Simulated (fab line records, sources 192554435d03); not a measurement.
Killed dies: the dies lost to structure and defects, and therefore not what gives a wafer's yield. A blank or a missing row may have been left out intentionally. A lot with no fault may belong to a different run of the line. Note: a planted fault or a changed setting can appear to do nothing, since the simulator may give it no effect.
Split-lot study	flow n5Finfet	on a route of 1938 steps: 7 lots, 21 wafers read

== ON THE SPLIT ==
At N5_SD_EPI_N_EXPOSE_06 (exposes mask SD N BLK, target cd 120 nm), the setting doseMj was moved away from the recipe's 39.75 on 6 of the 21 wafers read, by -7.3% to +4.8%. The other wafers ran this setting at the recipe's value.

== FROM THE SPLIT TO THE READING: what the file shows between them, 2 steps ==
- N5_SD_EPI_N_PEB_07: peb time 60 s
- N5_SD_EPI_N_DEVELOP_08: develop time 30 s

== THE READING ==
cdNm (nm) at N5_SD_EPI_N_CD_MEAS_09, where the cd target is 120 nm. Fault-free wafers of this fab line usually give 120.2 nm, standard deviation 0.68 nm.

wafer	tool, chamber at the split	doseMj as run	against the recipe	cdNm, nm	against lot-mates on the recipe
L077.1	arfiScanner-02, 0	39.75	recipe	119.6	-
L077.2	arfiScanner-02, 0	38.55	-3.0%	117.7	-1.8
L077.4	arfiScanner-02, 0	39.75	recipe	119.5	-
L078.2	arfiScanner-03, 0	39.75	recipe	120.7	-
L078.4	arfiScanner-03, 0	39.75	recipe	119.9	-
L078.5	arfiScanner-03, 0	38.45	-3.3%	117.1	-3.2
L080.1	arfiScanner-01, 0	36.85	-7.3%	114.1	-6.4
L080.2	arfiScanner-01, 0	36.85	-7.3%	114.4	-6.1
L080.5	arfiScanner-01, 0	39.75	recipe	120.5	-
L090.2	arfiScanner-03, 0	39.75	recipe	120.3	-
L090.3	arfiScanner-03, 0	39.75	recipe	120.6	-
L090.5	arfiScanner-03, 0	39.75	recipe	120.6	-
L092.3	arfiScanner-01, 0	39.75	recipe	120.2	-
L092.4	arfiScanner-01, 0	39.75	recipe	119.2	-
L092.6	arfiScanner-01, 0	39.75	recipe	120.6	-
L096.3	arfiScanner-02, 0	39.75	recipe	120.2	-
L096.4	arfiScanner-02, 0	41.64	+4.8%	123.2	+2.8
L096.6	arfiScanner-02, 0	39.75	recipe	120.7	-
L097.1	arfiScanner-02, 0	39.75	recipe	120.1	-
L097.2	arfiScanner-02, 0	41.19	+3.6%	123.5	+3.3
L097.5	arfiScanner-02, 0	39.75	recipe	120.3	-

FIT RESULTS
A straight line over all 21 wafers: cdNm changes by +0.803 nm for each +1% of doseMj; r = +0.98; the points scatter about the line by 0.46 nm.
The same after taking each lot's own level away (the mean of its wafers on the recipe; 21 wafers): +0.812 nm for each +1%; r = +0.98; scatter 0.44 nm.
The reading moves by 5.9 nm for the largest change in doseMj, on that fit.
The lots' own levels span 119.55 to 120.50 nm, that is 1.4 times the standard deviation above.
Hence the lot-to-lot level has little effect on the slope; both slopes agree.
Check: -5.77 nm against its lot-mates is what the line predicts for one of the wafers moved furthest among these (-7.3%) when that wafer is left out of the fit. It came out at -6.4 nm against them.

== THE OTHER SPLITS THESE WAFERS WENT THROUGH ==
Before the reading, these wafers also passed through other splits. Each is held against what the fit with the lots' levels taken away leaves over:
other split on the same wafers	wafers away from the commonest value	r with cdNm (lot level and that fit taken away)
N5_FIN_SAQP_PECVD_06 timeS	7	-0.06
N5_FIN_SAQP_HM_DEP_72 timeS	8	+0.13
N5_FIN_CUT_CUT_ETCH_15 timeS	8	-0.18
N5_DUMMY_GATE_ETCH_31 targetDepthA	7	+0.04

== THE WHOLE CHAIN: every reading that the file lists as answering this split, in the file's order ==
step	what it does	reading	change (the file's fit)	r (the file's)
N5_SD_EPI_N_CD_MEAS_09	target cd 120 nm	cdNm	+0.799 nm for each +1% of the setting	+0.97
N5_SD_EPI_N_DESCUM_14	chemistry O2, time 7.9 s	SD_EPI_N.cdNm (the simulator's own value, which no gauge read)	+0.795 nm for each +1% of the setting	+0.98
N5_SD_EPI_N_ETCH_35	etches SOC in N2/H2, overetch 108 nm, time 486 s	SD_EPI_N.cdNm (the simulator's own value, which no gauge read)	+0.952 nm for each +1% of the setting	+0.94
N5_SD_EPI_N_ETCHBACK_44	etches SiNx in CH3F/O2, stops on SiO2, target depth 14.5 nm	SD_EPI_N.cdNm (the simulator's own value, which no gauge read)	+0.967 nm for each +1% of the setting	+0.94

== THE FILE'S OWN FIT ==
cdNm changes by +0.799 nm for each +1% of doseMj, r = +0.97.
